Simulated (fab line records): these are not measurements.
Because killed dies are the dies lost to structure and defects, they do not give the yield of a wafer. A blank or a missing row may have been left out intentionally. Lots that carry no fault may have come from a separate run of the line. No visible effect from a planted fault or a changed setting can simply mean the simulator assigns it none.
Chamber matching -- flow nand_harc -- NHARC_A_CHANNEL_HOLE_D1_ETCH_44 on rie_diel-01: 4 sister chambers
The step etches the open film in CF4/O2, target depth 140 nm, overetch 14 nm, time 77 s. 22 wafers are shown with their chamber, then 11 later ones without.

== EACH WAFER AND ITS CHAMBER ==
wafer,chamber,rf_vpp_V (V),oes_product_au (a.u.),throttle_valve_pct (%)
L077.1,0,197.7,1.007,13.396
L077.2,2,199.4,0.991,13.395
L077.3,3,196.1,1.001,13.387
L077.4,1,197.9,1.006,13.419
L077.5,0,197.7,1.001,13.398
L077.6,3,197.0,1.015,13.397
L078.4,0,196.0,1.005,13.392
L078.5,3,198.3,0.999,13.405
L078.6,0,196.5,0.992,13.409
L081.1,2,199.1,0.991,13.400
L081.2,3,197.8,0.996,13.395
L081.4,1,198.2,1.004,13.394
L080.3,3,197.3,1.006,13.415
L080.5,0,197.7,0.996,13.411
L080.6,3,196.6,1.003,13.405
L082.4,3,197.2,1.002,13.397
L082.5,2,200.2,1.001,13.403
L082.6,1,199.0,1.000,13.396
L084.1,0,196.8,1.012,13.394
L084.2,1,197.6,1.007,13.388
L084.4,2,199.1,1.009,13.398
L086.1,3,196.6,0.996,13.401

SIGNATURES, as means of the wafers listed above
reading,chamber 0,chamber 1,chamber 2,chamber 3,scatter within a chamber
rf_vpp_V,197.067,198.175,199.450,197.113,0.672
oes_product_au,1.00217,1.00425,0.99800,1.00225,0.00665
throttle_valve_pct,13.40000,13.39925,13.39900,13.40025,0.00881
Rule: for each reading, subtract the chamber's mean from the wafer's reading, divide by that reading's scatter and square the result; add these up over the readings and take the root, which gives the wafer's distance from the chamber. If the next closest chamber is less than 2 further off than the closest, the wafer can't be placed; otherwise it belongs to the closest. The scatter is the square root of a quotient: the sum, over the shown wafers, of each reading's squared deviation from its chamber's mean, divided by wafers minus chambers.

== WAFERS MISSING THEIR CHAMBER ==
wafer,rf_vpp_V (V),oes_product_au (a.u.),throttle_valve_pct (%)
L086.3,199.0,0.998,13.390
L086.6,198.0,0.993,13.406
L092.1,198.9,1.005,13.401
L092.2,198.1,1.004,13.410
L092.5,197.7,0.999,13.390
L093.1,197.2,0.997,13.378
L093.3,198.1,0.992,13.390
L093.4,199.2,0.995,13.378
L095.3,199.8,1.000,13.399
L095.4,197.7,0.999,13.420
L095.6,199.0,0.999,13.395

== WHICH CHAMBER EACH ONE RAN IN ==
wafer,from the rows above,in truth
L086.3,can't be placed: 2 or 1 or 3 or 0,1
L086.6,can't be placed: 1 or 3 or 0 or 2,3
L092.1,can't be placed: 1 or 2 or 3 or 0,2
L092.2,can't be placed: 1 or 3 or 0 or 2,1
L092.5,can't be placed: 1 or 3 or 0 or 2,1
L093.1,can't be placed: 0 or 3 or 1 or 2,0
L093.3,can't be placed: 1 or 3 or 2 or 0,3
L093.4,can't be placed: 2 or 1 or 3 or 0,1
L095.3,can't be placed: 2 or 1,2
L095.4,can't be placed: 3 or 0 or 1 or 2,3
L095.6,can't be placed: 2 or 1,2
0 of 11 placed correctly. From these rows, 11 cannot be placed; in 11 the true chamber is one of the candidates. Wrongly placed: 0.
